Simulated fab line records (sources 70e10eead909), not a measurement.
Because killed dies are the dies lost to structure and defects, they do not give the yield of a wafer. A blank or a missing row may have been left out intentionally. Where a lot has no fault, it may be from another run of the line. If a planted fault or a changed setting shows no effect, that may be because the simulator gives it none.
fab line records	flow nand_harc
record lots=12	wafers=36	last_day=33
route steps=1302 shown P_ZERO_WELL@18 P_STI@83 END@1302
lots that met no fault: taken from a fault-free run of the same line
start_h: start of the lot's first displayed wafer, in hours after the record's first day	wait_h: how many hours have passed since the lot's step before this one	" same as the row above	L1.1+2: a single row standing in for several wafers	- no value, or no start was given	* or withheld: withheld	< > ~ a bound
route shown NAME@n: NAME is a module with steps in the file, n the number in the route of the first one	usual: average and standard deviation across the fault-free wafers	same: alike in all rows	chamber/n: place in a boat	sites: per-site readings	_std_site: standard deviation of those values	_edge_site: the outer-site mean with the inner-site mean subtracted	radius_mm: for every site, how far away it sits from the centre of the wafer	mask NAME#n: copy n	behind: the tool/chamber that last shaped the wafer	hold: why the lot was held/for how many hours/how that ended	device: which transistor (n, p or np) failed to switch	end of line: the tests these same wafers got at the end of their route	a step without rows: its recipe alone	killed: dies lost to structure and defects at the first sort, not the wafer's yield	map: a wafer's dies, marking killed ones x, the rest . and places with no die _
set.NAME: the setting as run; set.NAME@STEP: as run at that earlier step	model.NAME: the simulator's own value behind a step, which no gauge read
steps of the route over a sample of lots; a table a step, a row a wafer
services: from which hour (start_h, from the record's first day; less than 0 if before it) a tool's chamber was out of use, for how many hours, and why
## steps
# step NHARC_P_ZERO_WELL_ETCH_62
# recipe target_depth_a=130	time_s=6.5	chf3_flow_sccm=50	ar_flow_sccm=200	rf_w=500	bias_w=200	chemistry=CHF3/Ar
# usual chamber_pressure_mTorr=24.998/0.023	chf3_flow_sccm=50.01/0.17	drypump_motor_current_A=5.7/0.46	mfc_ar_sccm=200.0/0.58	oes_product_au=0.962/0.014	rf_vpp_V=369.7/2.3	showerhead_plenum_p_Torr=2.30/0.1	throttle_valve_pct=20.217/0.0093
lot.wafer	tool	chamber	start_h	wait_h	chamber_pressure_mTorr	chf3_flow_sccm	drypump_motor_current_A	mfc_ar_sccm	oes_product_au	rf_hours_counter_h	rf_vpp_V	showerhead_plenum_p_Torr	throttle_valve_pct
L788.2	rie_diel-12	0	-	-	25.006	50.06	5.7	199.2	0.980	28	373.4	2.48	20.229
L788.3	"	1	"	"	25.003	50.14	5.4	199.8	0.981	28	365.8	2.20	20.208
L788.6	"	0	"	"	24.968	49.90	5.7	199.5	0.987	-	373.7	2.48	20.219
L790.3	rie_diel-08	0	-	-	25.008	49.94	4.9	201.2	0.973	6	366.3	2.18	20.230
L790.2	"	1	"	"	24.987	49.93	5.7	199.4	0.964	5	368.2	2.23	20.226
L790.6	"	2	"	"	24.989	49.98	6.3	200.4	0.989	-	371.7	2.39	20.203
L795.4	rie_diel-12	2	-	-	24.998	50.18	6.3	199.6	0.955	52	368.6	2.26	20.226
L795.3	"	0	"	"	24.974	50.34	5.7	200.6	0.944	55	373.9	2.47	20.212
L795.2	"	1	"	"	24.993	49.94	5.4	199.6	0.946	52	367.9	2.19	20.209
L796.3	rie_diel-08	1	-	-	24.984	50.15	5.7	199.9	0.963	25	368.8	2.23	20.220
L796.1	"	3	"	"	25.004	49.93	5.9	199.8	0.971	29	368.0	2.25	20.205
L796.5	"	1	"	"	24.998	50.19	5.7	199.3	0.959	-	366.7	2.23	20.213
L797.3	rie_diel-12	0	-	-	24.989	49.97	5.7	200.4	0.969	2	372.5	2.47	20.224
L797.5	"	2	"	"	24.981	50.02	6.3	200.3	0.955	-	369.4	2.26	20.227
L797.6	"	3	"	"	24.979	50.00	6.3	199.4	0.971	-	369.7	2.33	20.209
L798.3	rie_diel-11	3	-	-	24.991	49.97	5.3	199.6	0.982	13	369.3	2.25	20.225
L798.2	"	0	"	"	24.968	49.90	5.5	200.2	0.965	12	370.8	2.34	20.209
L798.6	"	3	"	"	25.025	50.17	5.4	200.6	0.983	-	369.7	2.25	20.224
L803.1	rie_diel-12	0	-	-	25.040	49.87	5.7	200.2	0.947	14	371.7	2.46	20.223
L803.5	"	0	"	"	24.959	49.76	5.7	200.3	0.953	-	373.3	2.46	20.228
L803.6	"	1	"	"	25.028	49.95	5.4	200.8	0.934	-	366.0	2.19	20.215
L805.4	rie_diel-11	3	-	-	24.989	49.98	5.4	199.3	0.966	36	368.1	2.24	20.234
L805.2	"	0	"	"	24.961	50.00	5.5	200.2	0.947	40	371.2	2.33	20.217
L805.5	"	3	"	"	24.997	49.77	5.4	200.4	0.964	-	369.0	2.24	20.226
L807.2	rie_diel-08	0	-	-	25.000	50.04	4.8	199.7	0.959	4	375.1	2.53	20.215
L807.1	"	1	"	"	25.014	49.99	5.7	200.0	0.956	4	367.8	2.21	20.219
L807.4	"	3	"	"	24.995	49.85	5.8	199.8	0.969	3	367.7	2.24	20.223
L809.1	rie_diel-11	2	-	-	24.987	50.07	6.4	200.6	0.956	53	367.7	2.19	20.203
L809.4	"	3	"	"	24.980	49.89	5.3	199.2	0.965	45	367.4	2.24	20.199
L809.3	"	0	"	"	24.990	50.26	5.6	199.9	0.976	49	371.5	2.32	20.212
L810.2	rie_diel-11	3	-	-	25.002	50.42	5.4	200.2	0.977	47	369.0	2.23	20.211
L810.4	"	0	"	"	25.002	49.83	5.6	200.2	0.978	50	370.8	2.32	20.218
L810.6	"	1	"	"	24.971	50.06	5.4	199.3	0.969	-	371.4	2.43	20.213
L811.1	rie_diel-08	3	-	-	25.008	49.80	5.9	201.3	0.931	14	368.1	2.23	20.203
L811.3	"	1	"	"	25.032	50.09	5.7	200.0	0.938	18	367.2	2.21	20.213
L811.4	"	2	"	"	25.022	49.91	6.3	199.4	0.942	17	370.2	2.36	20.215
# step NHARC_P_ZERO_WELL_ETCH_63
# recipe target_depth_a=1200	time_s=40.1	hbr_flow_sccm=150	cl2_flow_sccm=50	rf_w=400	icp_w=400	bias_w=100	chemistry=HBr/Cl2
# usual chamber_pressure_mTorr=15.001/0.014	drypump_motor_current_A=5.9/0.45	oes_product_au=1.000/0.0082	throttle_valve_pct=26.406/0.0081
lot.wafer	tool	chamber	start_h	wait_h	chamber_pressure_mTorr	drypump_motor_current_A	oes_product_au	rf_hours_counter_h	throttle_valve_pct
L788.3	rie_si-06	2	21.66	-	14.994	5.4	0.996	0.73	26.405
L788.2	"	0	"	"	15.000	5.5	0.999	0.78	26.411
L788.6	"	2	"	"	15.023	5.4	1.006	-	26.407
L790.2	rie_si-04	3	41.65	-	14.998	5.7	1.014	0.21	26.402
L790.3	"	1	"	"	15.001	5.8	1.013	0.15	26.407
L790.6	"	3	"	"	14.991	5.7	1.004	-	26.408
L795.3	rie_si-06	1	91.72	-	15.021	6.5	1.000	0.05	26.416
L795.4	"	2	"	"	15.014	5.3	1.012	0.05	26.395
L795.2	"	3	"	"	14.997	4.9	0.994	0.00	26.391
L796.3	rie_si-04	0	101.55	-	15.007	6.7	0.830	0.63	26.401
L796.1	"	1	"	"	15.013	5.8	0.837	0.49	26.402
L796.5	"	3	"	"	15.016	5.7	0.829	-	26.406
L797.3	rie_si-02	2	111.53	-	14.973	6.0	1.003	0.00	26.401
L797.5	"	2	"	"	15.015	6.0	1.003	-	26.411
L797.6	"	3	"	"	15.006	5.7	0.994	-	26.416
L798.2	rie_si-04	0	121.67	-	14.979	6.7	0.837	0.74	26.388
L798.3	"	1	"	"	15.005	5.8	0.844	0.56	26.399
L798.6	"	2	"	"	14.996	6.1	0.840	-	26.406
L803.1	rie_si-02	2	172.06	-	14.983	6.1	1.015	0.30	26.410
L803.5	"	2	"	"	14.990	6.1	1.005	-	26.406
L803.6	"	3	"	"	14.987	5.7	1.000	-	26.412
L805.4	rie_si-02	2	191.68	-	15.020	6.0	1.004	0.42	26.409
L805.2	"	3	"	"	15.010	5.7	0.996	0.33	26.398
L805.5	"	1	"	"	15.025	5.7	0.995	-	26.398
L807.4	rie_si-04	2	211.67	-	14.985	6.1	1.000	0.21	26.406
L807.1	"	3	"	"	14.982	5.7	0.992	0.24	26.398
L807.2	"	0	"	"	15.017	6.6	1.000	0.21	26.399
L809.3	rie_si-02	1	231.66	-	15.000	5.7	0.992	0.71	26.412
L809.4	"	2	"	"	14.992	6.1	1.005	0.70	26.398
L809.1	"	3	"	"	15.004	5.7	0.989	0.64	26.403
L810.4	rie_si-04	2	241.66	-	15.007	6.2	0.997	0.36	26.402
L810.2	"	0	"	"	14.994	6.7	0.998	0.33	26.406
L810.6	"	2	"	"	14.995	6.2	0.987	-	26.401
L811.1	rie_si-04	0	251.96	-	15.005	6.7	1.001	0.40	26.407
L811.4	"	1	"	"	14.998	5.8	1.005	0.47	26.406
L811.3	"	3	"	"	15.024	5.7	0.993	0.42	26.402
# step NHARC_P_ZERO_WELL_CD_MEAS_52
# recipe target_cd_nm=2000	landing_energy_ev=500
# usual cd_nm=2000.1/1.2
lot.wafer	tool	chamber	start_h	wait_h	cd_nm
L788.2	cd_sem-01	0	25.76	-	2000.0
L788.3	"	0	"	"	1998.9
L788.6	"	0	"	"	1999.7
L790.2	cd_sem-01	0	45.61	-	1999.6
L790.3	"	0	"	"	2000.1
L790.6	"	0	"	"	2000.0
L795.2	cd_sem-03	0	95.91	-	2000.4
L795.3	"	0	"	"	1999.9
L795.4	"	0	"	"	1999.3
L796.1	cd_sem-01	0	105.51	-	1999.7
L796.3	"	0	"	"	2001.3
L796.5	"	0	"	"	2000.4
L797.3	cd_sem-03	0	115.51	-	2000.7
L797.5	"	0	"	"	2001.6
L797.6	"	0	"	"	2001.3
L798.2	cd_sem-01	0	125.59	-	2001.4
L798.3	"	0	"	"	2003.1
L798.6	"	0	"	"	2001.9
L803.1	cd_sem-01	0	176.27	-	1997.7
L803.5	"	0	"	"	1998.1
L803.6	"	0	"	"	2000.6
L805.2	cd_sem-02	0	195.75	-	1999.5
L805.4	"	0	"	"	1998.4
L805.5	"	0	"	"	1998.4
L807.1	cd_sem-02	0	215.88	-	1999.5
L807.2	"	0	"	"	1999.0
L807.4	"	0	"	"	1999.3
L809.1	cd_sem-01	0	236.15	-	1998.3
L809.3	"	0	"	"	2000.6
L809.4	"	0	"	"	1999.0
L810.2	cd_sem-02	0	245.87	-	2000.1
L810.4	"	0	"	"	1999.1
L810.6	"	0	"	"	1999.7
L811.1	cd_sem-03	0	256.06	-	2000.0
L811.3	"	0	"	"	1999.8
L811.4	"	0	"	"	1999.1
# step NHARC_P_STI_CD_MEAS_09
# recipe target_cd_nm=200	landing_energy_ev=500
# usual cd_nm=199.9/1.9
lot.wafer	tool	chamber	start_h	wait_h	cd_nm
L788.2	cd_sem-02	0	45.65	-	203.1
L788.3	"	0	"	"	201.7
L788.6	"	0	"	"	204.6
L790.2	cd_sem-02	0	64.57	-	201.8
L790.3	"	0	"	"	198.3
L790.6	"	0	"	"	201.1
L795.2	cd_sem-01	0	115.10	-	202.3
L795.3	"	0	"	"	201.5
L795.4	"	0	"	"	200.1
L796.1	cd_sem-03	0	125.85	-	200.3
L796.3	"	0	"	"	198.5
L796.5	"	0	"	"	199.3
L797.3	cd_sem-01	0	134.03	-	196.4
L797.5	"	0	"	"	199.3
L797.6	"	0	"	"	196.6
L798.2	cd_sem-03	0	144.39	-	195.5
L798.3	"	0	"	"	199.4
L798.6	"	0	"	"	197.3
L803.1	cd_sem-01	0	193.06	-	201.5
L803.5	"	0	"	"	200.1
L803.6	"	0	"	"	197.6
L805.2	cd_sem-03	0	212.22	-	198.6
L805.4	"	0	"	"	195.5
L805.5	"	0	"	"	201.3
L807.1	cd_sem-01	0	234.02	-	204.0
L807.2	"	0	"	"	199.6
L807.4	"	0	"	"	200.4
L809.1	cd_sem-02	0	253.38	-	200.9
L809.3	"	0	"	"	199.6
L809.4	"	0	"	"	198.8
L810.2	cd_sem-03	0	265.30	-	199.1
L810.4	"	0	"	"	201.9
L810.6	"	0	"	"	200.4
L811.1	cd_sem-01	0	275.94	-	201.8
L811.3	"	0	"	"	202.3
L811.4	"	0	"	"	198.5
# step NHARC_END_SORT_01
# recipe temp_c=25
# usual killed_at_array=55/17	killed_at_other=1.1/1.4	killed_at_periphery=3.9/3	killed_dies=59/17	killed_open=3.5/2	killed_short=2.6/1.6
# same gross_dies=677
lot.wafer	tool	chamber	start_h	wait_h	killed_at_array	killed_at_other	killed_at_periphery	killed_dies	killed_open	killed_short
L788.2	prober-01	0	573.68	2.8	70	0	4	74	4	4
L788.3	prober-01	0	574.47	3.1	62	1	4	67	2	3
L788.6	prober-01	0	576.84	4.0	62	0	6	68	5	2
L790.2	prober-02	0	591.92	2.8	79	0	3	82	1	3
L790.3	prober-02	0	592.72	3.1	61	0	5	66	5	6
L790.6	prober-02	0	595.10	4.0	67	0	1	68	2	1
L795.2	prober-01	0	635.92	2.8	83	0	3	86	0	4
L795.3	prober-01	0	636.73	3.1	89	0	3	92	5	1
L795.4	prober-01	0	637.53	3.4	83	0	7	90	3	1
L796.1	prober-01	0	647.71	2.5	26	2	2	30	5	3
L796.3	prober-01	0	649.32	3.1	40	3	3	46	6	4
L796.5	prober-01	0	650.92	3.7	43	1	4	48	2	3
L797.3	prober-02	0	658.07	3.1	60	0	3	63	3	4
L797.5	prober-02	0	659.67	3.7	50	3	3	56	1	4
L797.6	prober-02	0	660.47	4.0	49	1	2	52	0	6
L798.2	prober-01	0	668.54	2.8	8	1	3	12	4	0
L798.3	prober-01	0	669.35	3.1	17	1	1	19	1	2
L798.6	prober-01	0	671.76	4.0	18	2	2	22	3	1
L803.1	prober-02	0	709.97	2.4	55	0	0	55	2	1
L803.5	prober-02	0	713.20	3.7	60	0	0	60	2	3
L803.6	prober-02	0	714.01	4.0	54	0	2	56	2	2
L805.2	prober-01	0	721.13	2.8	29	4	5	38	3	7
L805.4	prober-01	0	722.73	3.4	28	3	3	34	2	2
L805.5	prober-01	0	723.53	3.7	23	2	3	28	8	2
L807.1	prober-01	0	764.37	2.5	61	0	7	68	2	2
L807.2	prober-01	0	765.19	2.8	76	0	1	77	2	0
L807.4	prober-01	0	766.83	3.5	82	0	5	87	4	2
L809.1	prober-02	0	779.76	2.6	53	0	3	56	2	2
L809.3	prober-02	0	781.37	3.1	52	1	11	64	1	3
L809.4	prober-02	0	782.17	3.4	55	3	11	69	4	5
L811.1	prober-02	0	788.18	2.5	61	0	5	66	5	1
L811.3	prober-02	0	789.79	3.1	53	2	3	58	4	1
L811.4	prober-02	0	790.59	3.4	54	2	3	59	3	3
L810.2	prober-01	0	788.95	2.8	68	4	2	74	4	0
L810.4	prober-01	0	790.56	3.4	58	1	5	64	0	3
L810.6	prober-01	0	792.18	4.0	57	0	1	58	3	2
# killed by level:class
L788.2 A_SLIT:chamber_film_flake=26 A_CHANNEL_HOLE_D2:chamber_film_flake=22 A_STAIRCASE:chamber_film_flake=6 A_CONTACT:unspecified=6 A_CHANNEL_FILL_D1:geometric_particle:short=2 A_CHANNEL_FILL_D1:geometric_particle:open=2 P_M2:chamber_film_flake=2 A_ONON_D1:geometric_particle:open=1
L788.3 A_SLIT:chamber_film_flake=23 A_CHANNEL_HOLE_D2:chamber_film_flake=22 A_STAIRCASE:chamber_film_flake=5 A_CONTACT:chamber_film_flake=3 A_BONDPAD:chamber_film_flake=2 P_GATE:geometric_particle:open=1 A_ONON_D1:geometric_particle:short=1 A_ONON_D2:geometric_particle:short=1
L788.6 A_CHANNEL_HOLE_D2:chamber_film_flake=25 A_SLIT:chamber_film_flake=21 A_CONTACT:chamber_film_flake=3 A_BONDPAD:chamber_film_flake=3 P_ZERO_WELL:chamber_film_flake=2 P_M2:chamber_film_flake=2 A_STAIRCASE:chamber_film_flake=2 A_CONTACT:unspecified=2
L790.2 A_CHANNEL_HOLE_D2:chamber_film_flake=29 A_SLIT:chamber_film_flake=27 A_CHANNEL_HOLE_D1:chamber_film_flake=13 A_STAIRCASE:chamber_film_flake=3 A_M0:geometric_particle:short=2 A_CONTACT:chamber_film_flake=2 A_DECK1_JOINT:geometric_particle:open=1 A_CHANNEL_FILL_D2:geometric_particle:short=1
L790.3 A_SLIT:chamber_film_flake=25 A_CHANNEL_HOLE_D1:chamber_film_flake=10 A_CHANNEL_HOLE_D2:chamber_film_flake=9 A_STAIRCASE:chamber_film_flake=3 P_CONTACT:geometric_particle:open=2 A_CHANNEL_FILL_D2:geometric_particle:short=2 A_ZERO_WELL:chamber_film_flake=2 A_CONTACT:chamber_film_flake=2
L790.6 A_SLIT:chamber_film_flake=31 A_CHANNEL_HOLE_D2:chamber_film_flake=16 A_CHANNEL_HOLE_D1:chamber_film_flake=11 A_STAIRCASE:chamber_film_flake=3 A_CONTACT:chamber_film_flake=3 P_CONTACT:geometric_particle:open=1 A_ONON_D1:geometric_particle:short=1 A_M1:geometric_particle:open=1
L795.2 A_SLIT:chamber_film_flake=31 A_CHANNEL_HOLE_D1:chamber_film_flake=23 A_STAIRCASE:chamber_film_flake=8 A_CHANNEL_HOLE_D2:chamber_film_flake=8 A_BLC:chamber_film_flake=3 A_CHANNEL_HOLE_D2:geometric_particle:short=2 P_ZERO_WELL:chamber_film_flake=2 A_WL_FILL:chamber_film_flake=2
L795.3 A_SLIT:chamber_film_flake=33 A_CHANNEL_HOLE_D1:chamber_film_flake=19 A_CHANNEL_HOLE_D2:chamber_film_flake=11 A_STAIRCASE:chamber_film_flake=10 A_CONTACT:chamber_film_flake=4 P_M0:geometric_particle:open=2 A_ONON_D1:geometric_particle:open=2 A_CHANNEL_FILL_D1:chamber_film_flake=2
L795.4 A_SLIT:chamber_film_flake=32 A_CHANNEL_HOLE_D1:chamber_film_flake=21 A_STAIRCASE:chamber_film_flake=7 A_BLC:chamber_film_flake=7 A_CHANNEL_HOLE_D2:chamber_film_flake=4 A_CONTACT:chamber_film_flake=4 P_ZERO_WELL:chamber_film_flake=3 P_GATE:chamber_film_flake=3
L796.1 A_CHANNEL_HOLE_D2:chamber_film_flake=8 A_STAIRCASE:chamber_film_flake=3 A_CHANNEL_FILL_D1:geometric_particle:open=2 A_CHANNEL_FILL_D2:geometric_particle:short=2 P_GATE:chamber_film_flake=2 A_ZERO_WELL:chamber_film_flake=2 A_CONTACT:chamber_film_flake=2 A_M1:chamber_film_flake=2
L796.3 A_CHANNEL_HOLE_D2:chamber_film_flake=14 A_CHANNEL_HOLE_D1:chamber_film_flake=6 A_STAIRCASE:chamber_film_flake=4 A_M1:chamber_film_flake=4 THIN_TSV:chamber_film_flake=3 A_DECK1_JOINT:geometric_particle:short=2 P_STI:geometric_particle:open=1 P_M2:geometric_particle:open=1
L796.5 A_CHANNEL_HOLE_D2:chamber_film_flake=18 A_M1:chamber_film_flake=8 A_CONTACT:chamber_film_flake=4 A_CHANNEL_HOLE_D1:chamber_film_flake=3 P_GATE:chamber_film_flake=2 A_ZERO_WELL:chamber_film_flake=2 A_STAIRCASE:chamber_film_flake=2 P_CONTACT:geometric_particle:open=1
L797.3 A_SLIT:chamber_film_flake=31 A_CHANNEL_HOLE_D2:chamber_film_flake=10 A_CHANNEL_HOLE_D1:chamber_film_flake=5 A_WL_FILL:chamber_film_flake=3 A_CONTACT:chamber_film_flake=3 A_M0:geometric_particle:short=2 P_BONDPAD:chamber_film_flake=2 A_ONON_D1:geometric_particle:short=1
L797.5 A_SLIT:chamber_film_flake=25 A_CHANNEL_HOLE_D2:chamber_film_flake=11 A_CHANNEL_HOLE_D1:chamber_film_flake=5 THIN_TSV:chamber_film_flake=3 A_ZERO_WELL:chamber_film_flake=2 A_DECK1_JOINT:chamber_film_flake=2 P_GATE:geometric_particle:short=1 P_M0:geometric_particle:open=1
L797.6 A_SLIT:chamber_film_flake=25 A_CHANNEL_HOLE_D2:chamber_film_flake=10 A_CHANNEL_HOLE_D1:chamber_film_flake=5 A_ONON_D2:geometric_particle:short=2 A_CONTACT:chamber_film_flake=2 P_M1:geometric_particle:short=1 A_SLIT:geometric_particle:short=1 A_WL_FILL:geometric_particle:short=1
L798.2 A_CHANNEL_HOLE_D1:chamber_film_flake=4 P_CONTACT:geometric_particle:open=2 P_M0:geometric_particle:open=1 A_ONON_D1:geometric_particle:open=1 A_STAIRCASE:chamber_film_flake=1 A_SLIT:chamber_film_flake=1 A_M1:chamber_film_flake=1 THIN_TSV:chamber_film_flake=1
L798.3 A_CHANNEL_HOLE_D1:chamber_film_flake=8 A_CONTACT:chamber_film_flake=2 A_CHANNEL_HOLE_D2:geometric_particle:short=1 A_CHANNEL_FILL_D2:geometric_particle:short=1 A_CHANNEL_FILL_D2:geometric_particle:open=1 P_BONDPAD:chamber_film_flake=1 A_DECK1_JOINT:chamber_film_flake=1 A_STAIRCASE:chamber_film_flake=1
L798.6 A_CHANNEL_HOLE_D1:chamber_film_flake=9 A_WL_FILL:chamber_film_flake=2 THIN_TSV:chamber_film_flake=2 P_GATE:geometric_particle:open=1 A_SOURCE_PLATE:geometric_particle:open=1 A_ONON_D2:geometric_particle:open=1 A_CHANNEL_FILL_D2:geometric_particle:short=1 P_BONDPAD:chamber_film_flake=1
L803.1 A_CHANNEL_HOLE_D1:chamber_film_flake=24 A_CHANNEL_HOLE_D2:chamber_film_flake=21 A_SLIT:chamber_film_flake=2 A_CONTACT:chamber_film_flake=2 A_CHANNEL_FILL_D1:geometric_particle:open=1 A_DECK1_JOINT:geometric_particle:short=1 A_CHANNEL_FILL_D2:geometric_particle:open=1 A_DECK1_JOINT:chamber_film_flake=1
L803.5 A_CHANNEL_HOLE_D2:chamber_film_flake=26 A_CHANNEL_HOLE_D1:chamber_film_flake=23 A_SLIT:chamber_film_flake=2 A_ONON_D1:geometric_particle:short=1 A_CHANNEL_HOLE_D1:geometric_particle:short=1 A_DECK1_JOINT:geometric_particle:open=1 A_CHANNEL_FILL_D2:geometric_particle:short=1 A_BLC:geometric_particle:open=1
L803.6 A_CHANNEL_HOLE_D2:chamber_film_flake=26 A_CHANNEL_HOLE_D1:chamber_film_flake=14 A_CONTACT:chamber_film_flake=5 A_DECK1_JOINT:chamber_film_flake=3 P_CONTACT:geometric_particle:short=1 A_CHANNEL_FILL_D1:geometric_particle:open=1 A_CONTACT:geometric_particle:open=1 A_M0:geometric_particle:short=1
L805.2 A_CHANNEL_HOLE_D1:chamber_film_flake=9 A_SLIT:chamber_film_flake=5 A_CONTACT:chamber_film_flake=4 A_DECK1_JOINT:chamber_film_flake=3 THIN_TSV:chamber_film_flake=3 A_ONON_D1:geometric_particle:short=2 P_ZERO_WELL:chamber_film_flake=2 P_CONTACT:geometric_particle:open=1
L805.4 A_CHANNEL_HOLE_D1:chamber_film_flake=15 A_CONTACT:chamber_film_flake=5 A_SLIT:chamber_film_flake=4 THIN_TSV:chamber_film_flake=3 P_GATE:geometric_particle:short=1 P_M0:geometric_particle:open=1 A_ONON_D1:geometric_particle:open=1 A_M0:geometric_particle:short=1
L805.5 A_CHANNEL_HOLE_D1:chamber_film_flake=8 A_CONTACT:chamber_film_flake=5 A_CHANNEL_FILL_D2:geometric_particle:open=3 P_M0:geometric_particle:open=2 A_CHANNEL_FILL_D1:geometric_particle:open=2 A_SLIT:chamber_film_flake=2 THIN_TSV:chamber_film_flake=2 P_M0:geometric_particle:short=1
L807.1 A_SLIT:chamber_film_flake=21 A_CHANNEL_HOLE_D2:chamber_film_flake=20 A_CHANNEL_HOLE_D1:chamber_film_flake=6 A_CONTACT:chamber_film_flake=6 P_ZERO_WELL:chamber_film_flake=2 P_M0:chamber_film_flake=2 A_STAIRCASE:chamber_film_flake=2 A_CHANNEL_HOLE_D1:geometric_particle:short=1
L807.2 A_SLIT:chamber_film_flake=31 A_CHANNEL_HOLE_D2:chamber_film_flake=25 A_CHANNEL_HOLE_D1:chamber_film_flake=9 A_CONTACT:chamber_film_flake=6 A_STAIRCASE:chamber_film_flake=2 A_WL_FILL:chamber_film_flake=2 P_M1:geometric_particle:open=1 A_CHANNEL_FILL_D2:geometric_particle:open=1
L807.4 A_SLIT:chamber_film_flake=36 A_CHANNEL_HOLE_D2:chamber_film_flake=25 A_CHANNEL_HOLE_D1:chamber_film_flake=8 A_CONTACT:chamber_film_flake=5 P_CONTACT:geometric_particle:open=2 A_M0:geometric_particle:open=2 A_WL_FILL:chamber_film_flake=2 A_SOURCE_PLATE:geometric_particle:short=1
L809.1 A_CHANNEL_HOLE_D2:chamber_film_flake=22 A_CHANNEL_HOLE_D1:chamber_film_flake=12 A_CONTACT:chamber_film_flake=8 A_SLIT:chamber_film_flake=7 A_STAIRCASE:chamber_film_flake=2 P_M0:geometric_particle:short=1 P_M2:geometric_particle:short=1 A_ONON_D1:geometric_particle:open=1
L809.3 A_CHANNEL_HOLE_D2:chamber_film_flake=18 A_CHANNEL_HOLE_D1:chamber_film_flake=17 A_CONTACT:chamber_film_flake=8 P_GATE:chamber_film_flake=6 A_SLIT:chamber_film_flake=5 P_STI:chamber_film_flake=2 P_M2:geometric_particle:open=1 P_M2:geometric_particle:short=1
L809.4 A_CHANNEL_HOLE_D2:chamber_film_flake=24 A_CONTACT:chamber_film_flake=11 A_CHANNEL_HOLE_D1:chamber_film_flake=10 P_GATE:chamber_film_flake=5 THIN_TSV:chamber_film_flake=3 A_STAIRCASE:chamber_film_flake=3 P_M0:geometric_particle:short=2 P_STI:chamber_film_flake=2
L811.1 A_SLIT:chamber_film_flake=33 A_CONTACT:chamber_film_flake=12 A_CHANNEL_HOLE_D1:chamber_film_flake=4 A_CHANNEL_FILL_D2:chamber_film_flake=4 A_ONON_D1:geometric_particle:open=2 A_BLC:geometric_particle:open=2 P_GATE:chamber_film_flake=2 P_M2:chamber_film_flake=2
L810.2 A_CHANNEL_HOLE_D2:chamber_film_flake=27 A_CHANNEL_HOLE_D1:chamber_film_flake=21 A_SLIT:chamber_film_flake=8 A_CONTACT:chamber_film_flake=5 HYBRID_BOND:chamber_film_flake=4 A_STAIRCASE:chamber_film_flake=3 P_CONTACT:geometric_particle:open=1 P_M1:geometric_particle:open=1
L811.3 A_SLIT:chamber_film_flake=30 A_CONTACT:chamber_film_flake=11 A_CHANNEL_FILL_D2:chamber_film_flake=4 A_ONON_D1:geometric_particle:open=2 P_GATE:chamber_film_flake=2 A_CHANNEL_HOLE_D1:geometric_particle:open=1 A_CHANNEL_FILL_D1:geometric_particle:open=1 P_M2:chamber_film_flake=1
L810.4 A_CHANNEL_HOLE_D2:chamber_film_flake=34 A_CHANNEL_HOLE_D1:chamber_film_flake=13 A_SLIT:chamber_film_flake=6 P_GATE:chamber_film_flake=2 A_STAIRCASE:chamber_film_flake=2 P_GATE:geometric_particle:short=1 A_ONON_D2:geometric_particle:short=1 A_WL_FILL:geometric_particle:short=1
L811.4 A_SLIT:chamber_film_flake=33 A_CONTACT:chamber_film_flake=8 A_CHANNEL_HOLE_D1:chamber_film_flake=5 A_CHANNEL_FILL_D2:geometric_particle:open=2 A_WL_FILL:chamber_film_flake=2 THIN_TSV:chamber_film_flake=2 P_M1:geometric_particle:open=1 A_ONON_D1:geometric_particle:short=1
L810.6 A_CHANNEL_HOLE_D2:chamber_film_flake=25 A_CHANNEL_HOLE_D1:chamber_film_flake=14 A_SLIT:chamber_film_flake=8 A_CONTACT:chamber_film_flake=4 P_M1:geometric_particle:open=1 A_ONON_D2:geometric_particle:short=1 A_ONON_D2:geometric_particle:open=1 A_STAIRCASE:geometric_particle:short=1
## services
tool	chamber	start_h	hours	kind
rie_diel-11	0	-0.52	9.5	repair
rie_diel-12	2	0.25	9.5	repair
rie_si-04	1	3.47	9.6	repair
rie_diel-08	-	16.42	9.0	pm
rie_si-02	-	36.29	0.3	repair
rie_si-02	1	67.29	13.8	repair
rie_diel-11	-	80.31	9.0	pm
rie_si-02	-	93.04	3.8	repair
rie_diel-12	-	95.09	9.0	pm
rie_si-02	-	100.00	9.0	pm
rie_diel-12	-	113.99	11.1	repair
rie_diel-08	0	126.90	15.9	repair
rie_diel-11	3	131.58	11.4	repair
rie_diel-12	-	138.53	9.9	repair
rie_diel-11	2	140.41	1.6	repair
rie_diel-11	2	148.81	9.2	repair
rie_diel-11	1	156.05	28.9	repair
rie_si-04	-	165.00	9.0	pm
rie_diel-08	0	171.81	4.1	repair
rie_diel-08	-	193.42	9.0	pm
rie_diel-08	-	203.79	0.5	repair
rie_diel-08	3	222.92	3.5	repair
rie_diel-12	3	224.85	15.8	repair
rie_diel-08	0	227.95	4.6	repair
## key
first_sign step=NHARC_P_ZERO_WELL_ETCH_63	reading=oes_product_au	direction=down	sigmas=20	usual=1.000	struck=0.836
effect none on later readings
met_at NHARC_P_ZERO_WELL_ETCH_63
struck_lots L796,L798
tester_left_out L796,L798
not_acting_at NHARC_P_ZERO_WELL_ETCH_62,NHARC_P_ZERO_WELL_CD_MEAS_52,NHARC_P_STI_CD_MEAS_09
onset_between 41.65 101.55
fault kind=process_parameter_drift	tool=rie_si-04	chamber=-	onset_h=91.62	steps=NHARC_P_ZERO_WELL_ETCH_63	channel=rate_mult	offset=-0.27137	shape=step	end_h=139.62
# tester_left_out: of these lots the tester's yield and bins aren't shown, on N5 and GAA mostly nor the transistor test; their killed dies are dies lost to structure and defects alone, not to doping, threshold or leakage, so they don't give the yield
